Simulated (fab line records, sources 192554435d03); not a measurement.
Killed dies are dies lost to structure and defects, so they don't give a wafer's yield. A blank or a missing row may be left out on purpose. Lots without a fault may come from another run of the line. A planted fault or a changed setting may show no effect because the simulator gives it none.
Split-lot experiment | flow n5_finfet | 7 lots, 21 wafers read, on a route of 1938 steps

THE SPLIT
At N5_BEOL_M0_SAQP_COAT_69 (time 60 s, resist thk 90 nm), the setting spin_rpm was moved away from the recipe's 1500 rpm on 8 of the 21 wafers read, by -5.1% to +8.3%. The other wafers ran this setting at the recipe's value.

FROM THE SPLIT TO THE READING: what the file shows between them, 13 steps
- N5_BEOL_M0_SAQP_COAT_72: time 60 s, resist thk 15 nm (also split here: spin_rpm)
- N5_BEOL_M0_SAQP_COAT_87: time 60 s, resist thk 5 nm
- N5_BEOL_M0_SAQP_COAT_34: resist thk 30 nm
- N5_BEOL_M0_SAQP_DESCUM_45: chemistry O2, time 7 s
- N5_BEOL_M0_SAQP_ETCH_88: etches underlayer in N2/H2, target depth 6.5 nm, time 5.2 s
- N5_BEOL_M0_SAQP_ETCH_73: etches SiARC in CF4, target depth 19.5 nm, time 32.5 s
- N5_BEOL_M0_SAQP_CUT_ETCH_46: etches SOC in N2/H2, target depth 135 nm, overetch 27 nm, time 202.5 s
- N5_BEOL_M0_SAQP_STRIP_74: strips in N2/H2
- N5_BEOL_M0_SAQP_STRIP_89: strips in N2/H2
- N5_BEOL_M0_SAQP_ALD_48: deposits SiO2, target thk 20 nm, pulse time 1 s, co reactant pulse time 1 s
- N5_BEOL_M0_SAQP_ETCH_49: etches SiO2 in CF4/O2, target depth 37 nm
- N5_BEOL_M0_CUTY_DESCUM_61: chemistry O2, time 7.9 s (also split here: time_s)
- N5_BEOL_M0_CUTY_ETCH_62: etches SiARC in CF4, time 58.5 s

THE READING
etch.depth_nm (the simulator's own value, which no gauge read), in nm, at N5_BEOL_M0_CUTY_ETCH_63 (etches SOC in N2/H2, target depth 82.7 nm, overetch 16.5 nm, time 124 s). The file gives no usual value for it. The 13 wafers here that ran the recipe average 70.81 nm, standard deviation 0.37 nm.

wafer  | tool, chamber at the split | spin_rpm as run, rpm | against the recipe | etch.depth_nm, nm | against lot-mates on the recipe
L074.1 | litho_track-05, 0          | 1500                 | recipe             | 70.91             | -
L074.5 | litho_track-05, 0          | 1500                 | recipe             | 70.99             | -
L074.6 | litho_track-05, 0          | 1428                 | -4.8%              | 73.29             | +2.34
L075.1 | litho_track-05, 0          | 1500                 | recipe             | 70.88             | -
L075.4 | litho_track-05, 0          | 1500                 | recipe             | 70.26             | -
L075.5 | litho_track-05, 0          | 1500                 | recipe             | 70.99             | -
L080.3 | litho_track-05, 0          | 1500                 | recipe             | 71.1              | -
L080.4 | litho_track-05, 0          | 1423                 | -5.1%              | 73.14             | +2.04
L080.6 | litho_track-05, 0          | 1423                 | -5.1%              | 73.26             | +2.16
L085.2 | litho_track-02, 0          | 1500                 | recipe             | 71.29             | -
L085.3 | litho_track-02, 0          | 1500                 | recipe             | 71.19             | -
L085.6 | litho_track-02, 0          | 1500                 | recipe             | 70.92             | -
L086.1 | litho_track-05, 0          | 1558                 | +3.9%              | 68.79             | -1.22
L086.2 | litho_track-05, 0          | 1558                 | +3.9%              | 68.22             | -1.79
L086.4 | litho_track-05, 0          | 1500                 | recipe             | 70.01             | -
L088.2 | litho_track-03, 0          | 1625                 | +8.3%              | 66.94             | -4.16
L088.4 | litho_track-03, 0          | 1625                 | +8.3%              | 67.39             | -3.71
L088.5 | litho_track-03, 0          | 1500                 | recipe             | 71.1              | -
L092.3 | litho_track-03, 0          | 1500                 | recipe             | 70.41             | -
L092.4 | litho_track-03, 0          | 1585                 | +5.7%              | 68.19             | -2.28
L092.6 | litho_track-03, 0          | 1500                 | recipe             | 70.53             | -

THE FIT
A straight line over all 21 wafers: etch.depth_nm changes by -0.469 nm for each +1% of spin_rpm; r = -0.98; the points scatter about the line by 0.38 nm.
The same after taking each lot's own level away (the mean of its wafers on the recipe; 21 wafers): -0.444 nm for each +1%; r = -0.99; scatter 0.23 nm.
On that fit, the largest move of spin_rpm shifts the reading by 3.7 nm.
The lots' own levels span 70.010 to 71.133 nm, that is 3.0 times the standard deviation above.
So the lot-to-lot level changes the slope little: the two slopes agree.
Check: with one of the wafers moved furthest among these (+8.3%) left out of the fit, the line predicts -3.54 nm for it against its lot-mates. It came out at -4.16 nm against them.

OTHER SPLITS ON THESE WAFERS
These wafers also went through other splits before the reading. Each is held against what the fit with the lots' levels taken away leaves over:
other split on the same wafers         | wafers away from the commonest value | r with etch.depth_nm (lot level and that fit taken away)
N5_MOL_CONTACT_COAG_COAT_104 spin_rpm  | 5                                    | +0.14
N5_MOL_CONTACT_COAG_ALD_133 ald_cycles | 13                                   | +0.29
N5_BEOL_M0_SAQP_COAT_72 spin_rpm       | 5                                    | +0.02
N5_BEOL_M0_CUTY_DESCUM_61 time_s       | 7                                    | -0.01

THE WHOLE CHAIN: every reading that the file lists as answering this split, in the file's order
step                    | what it does                                                            | reading                                                                             | change (the file's fit)               | r (the file's)
N5_BEOL_M0_SAQP_COAT_69 | time 60 s, resist thk 90 nm                                             | SOC_of_BEOL_M0_SAQP_COAT_69.thk_nm (the simulator's own value, which no gauge read) | -0.456 nm for each +1% of the setting | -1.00
N5_BEOL_M0_SAQP_ETCH_49 | etches SiO2 in CF4/O2, target depth 37 nm                               | SOC_of_BEOL_M0_SAQP_COAT_69.thk_nm (the simulator's own value, which no gauge read) | -0.446 nm for each +1% of the setting | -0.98
N5_BEOL_M0_CUTY_ETCH_63 | etches SOC in N2/H2, target depth 82.7 nm, overetch 16.5 nm, time 124 s | etch.depth_nm (the simulator's own value, which no gauge read)                      | -0.443 nm for each +1% of the setting | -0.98

THE FILE'S OWN FIT
etch.depth_nm changes by -0.443 nm for each +1% of spin_rpm, r = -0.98.
